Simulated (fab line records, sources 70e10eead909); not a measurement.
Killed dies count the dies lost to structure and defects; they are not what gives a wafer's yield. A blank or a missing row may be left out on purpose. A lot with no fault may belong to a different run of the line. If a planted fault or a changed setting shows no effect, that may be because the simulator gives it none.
fab line records / flow nand_harc
[record] lots = 5 wafers = 15 last_day = 30
route steps=1302 shown A_CONTACT@1054 END@1302
lots that met no fault: from a run of the same line without faults
start_h: hours from the record's opening day to when the first of the lot's shown wafers began / wait_h: hours from the lot's prior step to this one / " unchanged from the row above / L1.1+2: one row covering several wafers at once / - value missing, or start not given / * or withheld: withheld / < > ~ a bound
route shown NAME@n: names a module that has steps shown in the file, with the first one's number in the route / usual: average and standard deviation across the fault-free wafers / same: alike in all rows / chamber/n: place in a boat / sites: readings site by site / _std_site: how widely they spread, as a standard deviation / _edge_site: the outer-site mean with the inner-site mean subtracted / radius_mm: for every site, how far away it sits from the centre of the wafer / mask NAME#n: copy n / behind: the most recent tool/chamber to have shaped the wafer / hold: what put the lot on hold/how long, in hours/how the hold closed / device: whichever transistor did not switch (one of n, p or np) / end of line: tests of these same wafers at the route's end / a step given without rows: its recipe and nothing more / killed: the dies lost at the first sort to structure and to defects; this is not the yield of the wafer / map: a wafer's dies, marking killed ones x, the rest . and places with no die _
set.NAME: the setting as run; set.NAME@STEP: as run at that earlier step / model.NAME: the simulator's own value behind a step, which no gauge read
lots seen at some steps along the route; tables by step, rows by wafer
services: the hour from which a tool's chamber was out of use, counted from the record's first day as start_h (under 0 if before that day), plus the number of hours and why
[[steps]]
[step NHARC_A_CONTACT_ETCH_131]
[recipe] source_w = withheld pressure_mtorr = 20 bias_v = 3000 time_s = 197 target_depth_a = 19180 ar_flow_sccm = withheld c4f8_flow_sccm = withheld o2_flow_sccm = withheld chemistry = C4F8/O2/Ar
[step NHARC_A_CONTACT_ETCH_132]
[recipe] source_w = withheld pressure_mtorr = 20 bias_v = 3000 time_s = 197 target_depth_a = 19240 ar_flow_sccm = withheld c4f8_flow_sccm = withheld o2_flow_sccm = withheld chemistry = C4F8/O2/Ar
[step NHARC_A_CONTACT_ETCH_133]
[recipe] source_w = withheld pressure_mtorr = 20 bias_v = 400 time_s = 374 target_depth_a = 16100 ar_flow_sccm = withheld c4f8_flow_sccm = 11.5 o2_flow_sccm = 7.2 chemistry = C4F8/O2/Ar
[step NHARC_A_CONTACT_ETCH_91]
[recipe] target_depth_a = 400 over_etch_frac = 0.5 time_s = 85.7 ion_energy_ev = 120 ch3f_flow_sccm = 50 o2_flow_sccm = 30 ar_flow_sccm = 200 rf_w = 500 bias_w = 100 chemistry = CH3F/O2
[step NHARC_A_CONTACT_ETCH_97]
[recipe] target_depth_a = 200 over_etch_frac = 0.5 time_s = 10 ion_energy_ev = 250 c4f6_flow_sccm = 25 o2_flow_sccm = 20 ar_flow_sccm = 500 rf_w = 600 bias_w = 500 chemistry = C4F6/O2
[step NHARC_A_CONTACT_STRIP_103]
[recipe] n2_flow_sccm = 150 h2_flow_sccm = 150 ar_flow_sccm = 0 bias_w = 0 chemistry = N2/H2
[step NHARC_A_CONTACT_STRIP_104]
[recipe] cf4_flow_sccm = 100 chf3_flow_sccm = 30 ar_flow_sccm = 0 bias_w = 0 chemistry = CF4/CHF3
[step NHARC_A_CONTACT_STRIP_105]
[recipe] o2_flow_sccm = 400 cos_flow_sccm = 20 ar_flow_sccm = 0 bias_w = 0 chemistry = O2/COS
[step NHARC_A_CONTACT_ETCH_106]
[recipe] target_depth_a = 900 overetch_a = 90 time_s = 49.5 ion_energy_ev = 100 cf4_flow_sccm = 80 o2_flow_sccm = 20 ar_flow_sccm = 0 rf_w = 300 bias_w = 100 chemistry = CF4/O2
[step NHARC_A_CONTACT_STRIP_82]
[recipe] o2_flow_sccm = 500 ar_flow_sccm = 0 bias_w = 0 chemistry = O2
[step NHARC_A_CONTACT_STRIP_83]
[recipe] time_s = 600 temp_c = 30 chemistry = post_etch_residue_remover
[step NHARC_A_CONTACT_DEP_84]
[recipe] target_thk_a = 28000 temp_c = 400 material = aC
[usual] throttle_valve_pct = 34.999/0.0096
lot.wafer=L114.2 tool=acl_dep-01 chamber=0 start_h=531.85 wait_h=- throttle_valve_pct=35.008
lot.wafer=L114.3 tool=acl_dep-01 chamber=0 start_h=531.85 wait_h=- throttle_valve_pct=35.007
lot.wafer=L114.6 tool=acl_dep-01 chamber=0 start_h=531.85 wait_h=- throttle_valve_pct=35.014
lot.wafer=L125.2 tool=acl_dep-03 chamber=0 start_h=641.29 wait_h=- throttle_valve_pct=35.011
lot.wafer=L125.5 tool=acl_dep-03 chamber=0 start_h=641.29 wait_h=- throttle_valve_pct=34.980
lot.wafer=L125.6 tool=acl_dep-03 chamber=0 start_h=641.29 wait_h=- throttle_valve_pct=35.011
lot.wafer=L129.1 tool=acl_dep-01 chamber=0 start_h=662.36 wait_h=- throttle_valve_pct=34.987
lot.wafer=L129.3 tool=acl_dep-01 chamber=0 start_h=662.36 wait_h=- throttle_valve_pct=35.002
lot.wafer=L129.6 tool=acl_dep-01 chamber=0 start_h=662.36 wait_h=- throttle_valve_pct=35.008
lot.wafer=L130.1 tool=acl_dep-01 chamber=0 start_h=664.07 wait_h=- throttle_valve_pct=35.007
lot.wafer=L130.5 tool=acl_dep-01 chamber=0 start_h=665.21 wait_h=- throttle_valve_pct=34.991
lot.wafer=L130.6 tool=acl_dep-01 chamber=0 start_h=665.21 wait_h=- throttle_valve_pct=34.989
lot.wafer=L128.1 tool=acl_dep-01 chamber=0 start_h=671.89 wait_h=- throttle_valve_pct=34.996
lot.wafer=L128.3 tool=acl_dep-01 chamber=0 start_h=671.89 wait_h=- throttle_valve_pct=34.999
lot.wafer=L128.6 tool=acl_dep-01 chamber=0 start_h=671.89 wait_h=- throttle_valve_pct=35.008
[step NHARC_A_CONTACT_DEP_85]
[recipe] target_thk_a = 600 target_thk_nm = 60 temp_c = 400 pressure_torr = 3.5 flow_sccm = 200 rf_w = 350 material = SiON
[step NHARC_A_CONTACT_DEHYDRATE_00]
[recipe] temp_c = 150 time_s = 120
[step NHARC_A_CONTACT_HMDS_01]
[recipe] time_s = 30
[step NHARC_A_CONTACT_COAT_86]
[recipe] temp_c = 260 time_s = 75
[step NHARC_A_CONTACT_COAT_87]
[recipe] temp_c = 225 time_s = 65
[step NHARC_A_CONTACT_COAT_02]
[recipe] spin_rpm = 1500 resist_thk_nm = 90
[step NHARC_A_CONTACT_SOFTBAKE_03]
[recipe] temp_c = 105 time_s = 55
[step NHARC_A_CONTACT_EBR_04]
[step NHARC_A_CONTACT_EXPOSE_05]
[recipe] na = 1.35 sigma_outer = 0.8 dose_mj = 84.24 mask_id = A_CC
[step NHARC_A_CONTACT_PEB_06]
[recipe] peb_temp_c = 100 peb_time_s = 65
[step NHARC_A_CONTACT_DEVELOP_07]
[recipe] develop_time_s = 35 dev_temp_c = 23
[step NHARC_A_CONTACT_DESCUM_13]
[recipe] time_s = 3 o2_flow_sccm = 200 ar_flow_sccm = 0 bias_power_w = 0 chemistry = O2
[step NHARC_A_CONTACT_ETCH_88]
[recipe] target_depth_a = 390 over_etch_frac = 0.3 time_s = 65 ion_energy_ev = 80 cf4_flow_sccm = 150 ar_flow_sccm = 0 rf_w = 300 bias_w = 100 chemistry = CF4
[step NHARC_A_CONTACT_ETCH_89]
[recipe] target_depth_a = 2600 over_etch_frac = 0.3 time_s = 475.3 ion_energy_ev = 200 n2_flow_sccm = 150 h2_flow_sccm = 150 ar_flow_sccm = 0 rf_w = 400 bias_w = 150 chemistry = N2/H2
[step NHARC_A_CONTACT_ETCH_30]
[recipe] target_depth_a = 726 time_s = 36.3 cf4_flow_sccm = 100 chf3_flow_sccm = 30 ar_flow_sccm = 0 rf_w = 500 bias_w = 200 chemistry = CF4/CHF3
[step NHARC_A_CONTACT_ETCH_31]
[recipe] target_depth_a = 28000 over_etch_frac = 0.3 time_s = 728 ion_energy_ev = 150 o2_flow_sccm = 400 cos_flow_sccm = 20 ar_flow_sccm = 0 rf_w = 500 bias_w = 300 chemistry = O2/COS
[step NHARC_A_CONTACT_ETCH_134]
[recipe] source_w = withheld pressure_mtorr = 20 bias_v = withheld time_s = 140 target_depth_a = 7000 ar_flow_sccm = withheld c4f8_flow_sccm = withheld o2_flow_sccm = withheld chemistry = C4F8/O2/Ar
[step NHARC_A_CONTACT_ETCH_135]
[recipe] source_w = withheld pressure_mtorr = 20 bias_v = 1200 time_s = 311 target_depth_a = 19120 ar_flow_sccm = withheld c4f8_flow_sccm = withheld o2_flow_sccm = withheld chemistry = C4F8/O2/Ar
[step NHARC_A_CONTACT_ETCH_136]
[recipe] source_w = withheld pressure_mtorr = 20 bias_v = 1200 time_s = 311 target_depth_a = 19120 ar_flow_sccm = withheld c4f8_flow_sccm = withheld o2_flow_sccm = withheld chemistry = C4F8/O2/Ar
[step NHARC_A_CONTACT_ETCH_137]
[recipe] source_w = withheld pressure_mtorr = 20 bias_v = 1200 time_s = 311 target_depth_a = 19120 ar_flow_sccm = withheld c4f8_flow_sccm = withheld o2_flow_sccm = withheld chemistry = C4F8/O2/Ar
[step NHARC_A_CONTACT_ETCH_138]
[recipe] source_w = withheld pressure_mtorr = 20 bias_v = 1200 time_s = 311 target_depth_a = 19140 ar_flow_sccm = withheld c4f8_flow_sccm = withheld o2_flow_sccm = withheld chemistry = C4F8/O2/Ar
[step NHARC_A_CONTACT_ETCH_139]
[recipe] source_w = withheld pressure_mtorr = 20 bias_v = 400 time_s = 195 target_depth_a = 8400 ar_flow_sccm = withheld c4f8_flow_sccm = 11.5 o2_flow_sccm = 7.2 chemistry = C4F8/O2/Ar
[step NHARC_A_CONTACT_ETCH_92]
[recipe] target_depth_a = 400 over_etch_frac = 0.5 time_s = 85.7 ion_energy_ev = 120 ch3f_flow_sccm = 50 o2_flow_sccm = 30 ar_flow_sccm = 200 rf_w = 500 bias_w = 100 chemistry = CH3F/O2
[step NHARC_A_CONTACT_ETCH_98]
[recipe] target_depth_a = 200 over_etch_frac = 0.5 time_s = 10 ion_energy_ev = 250 c4f6_flow_sccm = 25 o2_flow_sccm = 20 ar_flow_sccm = 500 rf_w = 600 bias_w = 500 chemistry = C4F6/O2
[step NHARC_A_CONTACT_STRIP_107]
[recipe] n2_flow_sccm = 150 h2_flow_sccm = 150 ar_flow_sccm = 0 bias_w = 0 chemistry = N2/H2
[step NHARC_END_SORT_01]
[recipe] temp_c = 25
[usual] killed_at_array = 56/19 killed_at_other = 0.6/1 killed_at_periphery = 3.9/2.7 killed_dies = 61/19 killed_open = 3.3/1.9 killed_short = 2.4/1.7
[same] gross_dies = 677
lot.wafer=L125.2 tool=prober-01 chamber=0 start_h=693.00 wait_h=2.8 killed_at_array=44 killed_at_other=0 killed_at_periphery=2 killed_dies=46 killed_open=1 killed_short=1
lot.wafer=L125.5 tool=prober-01 chamber=0 start_h=695.41 wait_h=3.7 killed_at_array=61 killed_at_other=2 killed_at_periphery=6 killed_dies=69 killed_open=0 killed_short=2
lot.wafer=L125.6 tool=prober-01 chamber=0 start_h=696.21 wait_h=4.0 killed_at_array=59 killed_at_other=1 killed_at_periphery=1 killed_dies=61 killed_open=1 killed_short=4
lot.wafer=L129.1 tool=prober-02 chamber=0 start_h=715.41 wait_h=2.5 killed_at_array=669 killed_at_other=0 killed_at_periphery=8 killed_dies=677 killed_open=7 killed_short=2
lot.wafer=L129.3 tool=prober-02 chamber=0 start_h=717.02 wait_h=3.1 killed_at_array=669 killed_at_other=0 killed_at_periphery=8 killed_dies=677 killed_open=4 killed_short=3
lot.wafer=L129.6 tool=prober-02 chamber=0 start_h=719.42 wait_h=4.0 killed_at_array=666 killed_at_other=1 killed_at_periphery=10 killed_dies=677 killed_open=2 killed_short=2
lot.wafer=L130.1 tool=prober-01 chamber=0 start_h=717.22 wait_h=4.4 killed_at_array=670 killed_at_other=6 killed_at_periphery=1 killed_dies=677 killed_open=2 killed_short=2
lot.wafer=L130.5 tool=prober-01 chamber=0 start_h=720.42 wait_h=5.6 killed_at_array=673 killed_at_other=2 killed_at_periphery=2 killed_dies=677 killed_open=8 killed_short=5
lot.wafer=L130.6 tool=prober-01 chamber=0 start_h=721.22 wait_h=5.9 killed_at_array=676 killed_at_other=0 killed_at_periphery=1 killed_dies=677 killed_open=6 killed_short=1
lot.wafer=L128.1 tool=prober-02 chamber=0 start_h=724.80 wait_h=2.5 killed_at_array=673 killed_at_other=1 killed_at_periphery=2 killed_dies=676 killed_open=3 killed_short=0
lot.wafer=L128.3 tool=prober-02 chamber=0 start_h=726.40 wait_h=3.1 killed_at_array=674 killed_at_other=0 killed_at_periphery=3 killed_dies=677 killed_open=3 killed_short=6
lot.wafer=L128.6 tool=prober-02 chamber=0 start_h=728.79 wait_h=4.0 killed_at_array=673 killed_at_other=1 killed_at_periphery=3 killed_dies=677 killed_open=3 killed_short=2
// killed by level:class
L125.2 A_SLIT:chamber_film_flake=30 A_CHANNEL_HOLE_D1:chamber_film_flake=4 A_CHANNEL_FILL_D1:chamber_film_flake=3 A_CHANNEL_HOLE_D2:chamber_film_flake=2 P_STI:chamber_film_flake=2 A_CONTACT:chamber_film_flake=2 A_ONON_D1:geometric_particle:open=1 A_CHANNEL_HOLE_D2:geometric_particle:short=1
L125.5 A_SLIT:chamber_film_flake=36 A_CHANNEL_HOLE_D1:chamber_film_flake=8 A_STAIRCASE:chamber_film_flake=5 A_CHANNEL_HOLE_D2:chamber_film_flake=4 A_CONTACT:chamber_film_flake=4 P_ZERO_WELL:chamber_film_flake=2 P_CONTACT:chamber_film_flake=2 A_CHANNEL_FILL_D1:chamber_film_flake=2
L125.6 A_SLIT:chamber_film_flake=27 A_CHANNEL_HOLE_D1:chamber_film_flake=8 A_CONTACT:chamber_film_flake=8 A_STAIRCASE:chamber_film_flake=6 A_CHANNEL_HOLE_D2:chamber_film_flake=5 P_M0:geometric_particle:short=1 A_ONON_D1:geometric_particle:short=1 A_CHANNEL_HOLE_D1:geometric_particle:short=1
L129.1 A_CONTACT:area_dep=570 A_CHANNEL_HOLE_D1:chamber_film_flake=32 A_CHANNEL_HOLE_D2:chamber_film_flake=27 A_SLIT:chamber_film_flake=25 P_M2:chamber_film_flake=3 A_WL_FILL:chamber_film_flake=3 A_CONTACT:chamber_film_flake=3 P_CONTACT:geometric_particle:open=2
L129.3 A_CONTACT:area_dep=603 A_CHANNEL_HOLE_D1:chamber_film_flake=22 A_SLIT:chamber_film_flake=21 A_CHANNEL_HOLE_D2:chamber_film_flake=8 A_STAIRCASE:chamber_film_flake=5 A_WL_FILL:chamber_film_flake=4 P_CONTACT:chamber_film_flake=3 A_CONTACT:chamber_film_flake=3
L130.1 A_CONTACT:area_dep=644 A_CHANNEL_HOLE_D1:chamber_film_flake=11 A_CONTACT:chamber_film_flake=7 THIN_TSV:chamber_film_flake=5 A_STAIRCASE:chamber_film_flake=2 A_SLIT:chamber_film_flake=2 A_ONON_D1:geometric_particle:short=1 A_ONON_D2:geometric_particle:open=1
L129.6 A_CONTACT:area_dep=605 A_CHANNEL_HOLE_D1:chamber_film_flake=28 A_SLIT:chamber_film_flake=15 A_CHANNEL_HOLE_D2:chamber_film_flake=9 P_CONTACT:chamber_film_flake=8 A_CHANNEL_FILL_D2:chamber_film_flake=2 A_CHANNEL_FILL_D2:geometric_particle:short=1 A_SGD_CUT:geometric_particle:short=1
L130.5 A_CONTACT:area_dep=640 A_CHANNEL_HOLE_D1:chamber_film_flake=11 A_SLIT:chamber_film_flake=4 A_CONTACT:chamber_film_flake=4 A_ONON_D1:geometric_particle:open=3 A_ONON_D1:geometric_particle:short=2 A_CHANNEL_FILL_D1:geometric_particle:short=2 A_CHANNEL_FILL_D1:geometric_particle:open=2
L130.6 A_CONTACT:area_dep=655 A_CHANNEL_HOLE_D1:chamber_film_flake=10 A_M0:geometric_particle:open=2 A_SLIT:chamber_film_flake=2 P_M0:geometric_particle:open=1 A_ONON_D1:geometric_particle:short=1 A_CHANNEL_FILL_D1:geometric_particle:open=1 A_DECK1_JOINT:geometric_particle:open=1
L128.1 A_CONTACT:area_dep=632 A_SLIT:chamber_film_flake=16 A_CHANNEL_HOLE_D2:chamber_film_flake=9 A_CHANNEL_HOLE_D1:chamber_film_flake=7 A_STAIRCASE:chamber_film_flake=3 P_M0:geometric_particle:open=1 A_CHANNEL_FILL_D1:geometric_particle:open=1 A_CHANNEL_HOLE_D2:geometric_particle:open=1
L128.3 A_CONTACT:area_dep=627 A_SLIT:chamber_film_flake=20 A_CHANNEL_HOLE_D2:chamber_film_flake=9 A_CHANNEL_HOLE_D1:chamber_film_flake=5 A_CONTACT:chamber_film_flake=3 A_CHANNEL_FILL_D1:chamber_film_flake=2 P_M1:geometric_particle:open=1 A_ONON_D1:geometric_particle:open=1
L128.6 A_CONTACT:area_dep=612 A_SLIT:chamber_film_flake=22 A_CHANNEL_HOLE_D2:chamber_film_flake=19 A_CHANNEL_HOLE_D1:chamber_film_flake=11 A_DECK1_JOINT:chamber_film_flake=2 A_STAIRCASE:chamber_film_flake=2 A_CONTACT:chamber_film_flake=2 P_GATE:geometric_particle:open=1
// map L128.3 (x killed, . not)
____________x____________
_________xxxxxxx_________
_______xxxxxxxxxxx_______
______xxxxxxxxxxxxx______
_____xxxxxxxxxxxxxxx_____
____xxxxxxxxxxxxxxxxx____
____xxxxxxxxxxxxxxxxx____
___xxxxxxxxxxxxxxxxxxx___
___xxxxxxxxxxxxxxxxxxx___
__xxxxxxxxxxxxxxxxxxxxx__
__xxxxxxxxxxxxxxxxxxxxx__
_xxxxxxxxxxxxxxxxxxxxxxx_
_xxxxxxxxxxxxxxxxxxxxxxx_
_xxxxxxxxxxxxxxxxxxxxxxx_
_xxxxxxxxxxxxxxxxxxxxxxx_
_xxxxxxxxxxxxxxxxxxxxxxx_
xxxxxxxxxxxxxxxxxxxxxxxxx
xxxxxxxxxxxxxxxxxxxxxxxxx
xxxxxxxxxxxxxxxxxxxxxxxxx
xxxxxxxxxxxxxxxxxxxxxxxxx
xxxxxxxxxxxxxxxxxxxxxxxxx
_xxxxxxxxxxxxxxxxxxxxxxx_
_xxxxxxxxxxxxxxxxxxxxxxx_
_xxxxxxxxxxxxxxxxxxxxxxx_
_xxxxxxxxxxxxxxxxxxxxxxx_
_xxxxxxxxxxxxxxxxxxxxxxx_
__xxxxxxxxxxxxxxxxxxxxx__
__xxxxxxxxxxxxxxxxxxxxx__
___xxxxxxxxxxxxxxxxxxx___
___xxxxxxxxxxxxxxxxxxx___
____xxxxxxxxxxxxxxxxx____
____xxxxxxxxxxxxxxxxx____
_____xxxxxxxxxxxxxxx_____
______xxxxxxxxxxxxx______
_______xxxxxxxxxxx_______
_________xxxxxxx_________
____________x____________
// map L129.1 (x killed, . not)
____________x____________
_________xxxxxxx_________
_______xxxxxxxxxxx_______
______xxxxxxxxxxxxx______
_____xxxxxxxxxxxxxxx_____
____xxxxxxxxxxxxxxxxx____
____xxxxxxxxxxxxxxxxx____
___xxxxxxxxxxxxxxxxxxx___
___xxxxxxxxxxxxxxxxxxx___
__xxxxxxxxxxxxxxxxxxxxx__
__xxxxxxxxxxxxxxxxxxxxx__
_xxxxxxxxxxxxxxxxxxxxxxx_
_xxxxxxxxxxxxxxxxxxxxxxx_
_xxxxxxxxxxxxxxxxxxxxxxx_
_xxxxxxxxxxxxxxxxxxxxxxx_
_xxxxxxxxxxxxxxxxxxxxxxx_
xxxxxxxxxxxxxxxxxxxxxxxxx
xxxxxxxxxxxxxxxxxxxxxxxxx
xxxxxxxxxxxxxxxxxxxxxxxxx
xxxxxxxxxxxxxxxxxxxxxxxxx
xxxxxxxxxxxxxxxxxxxxxxxxx
_xxxxxxxxxxxxxxxxxxxxxxx_
_xxxxxxxxxxxxxxxxxxxxxxx_
_xxxxxxxxxxxxxxxxxxxxxxx_
_xxxxxxxxxxxxxxxxxxxxxxx_
_xxxxxxxxxxxxxxxxxxxxxxx_
__xxxxxxxxxxxxxxxxxxxxx__
__xxxxxxxxxxxxxxxxxxxxx__
___xxxxxxxxxxxxxxxxxxx___
___xxxxxxxxxxxxxxxxxxx___
____xxxxxxxxxxxxxxxxx____
____xxxxxxxxxxxxxxxxx____
_____xxxxxxxxxxxxxxx_____
______xxxxxxxxxxxxx______
_______xxxxxxxxxxx_______
_________xxxxxxx_________
____________x____________
[[services]]
tool=acl_dep-01 chamber=- start_h=553.13 hours=13.0 kind=pm
tool=acl_dep-03 chamber=- start_h=662.46 hours=13.0 kind=pm
[[key]]
[first_sign] step = NHARC_END_SORT_01 reading = killed_dies direction = up sigmas = 33 usual = 61 struck = 677
[effect] step = NHARC_END_SORT_01 reading = killed_at_array direction = up sigmas = 33 usual = 56 struck = 671
[more_kills_born_at] NHARC_A_CONTACT_DEP_84@acl_dep-01 = 5588
met_at NHARC_A_CONTACT_DEP_84
struck_wafers L128.1,L128.3,L128.6,L129.1,L129.3,L129.6,L130.1,L130.5,L130.6
later_rows_left_out L128.1,L128.3,L128.6,L129.1,L129.3,L129.6,L130.1,L130.5,L130.6
tester_left_out L128,L129,L130
also_fits time
[fault] kind = process_parameter_drift tool = acl_dep-01 chamber = - onset_h = 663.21 steps = NHARC_A_CONTACT_DEP_84 channel = target_thk_a offset = * shape = step end_h = 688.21 acts_in = * stated = *
// tester_left_out: of these lots the tester's yield and bins aren't shown, on N5 and GAA mostly nor the transistor test; their killed dies are dies lost to structure and defects alone, not to doping, threshold or leakage, so they don't give the yield
// later_rows_left_out: the simulator's readings of these wafers behind a module that went badly wrong aren't trusted and aren't shown, but for the sort
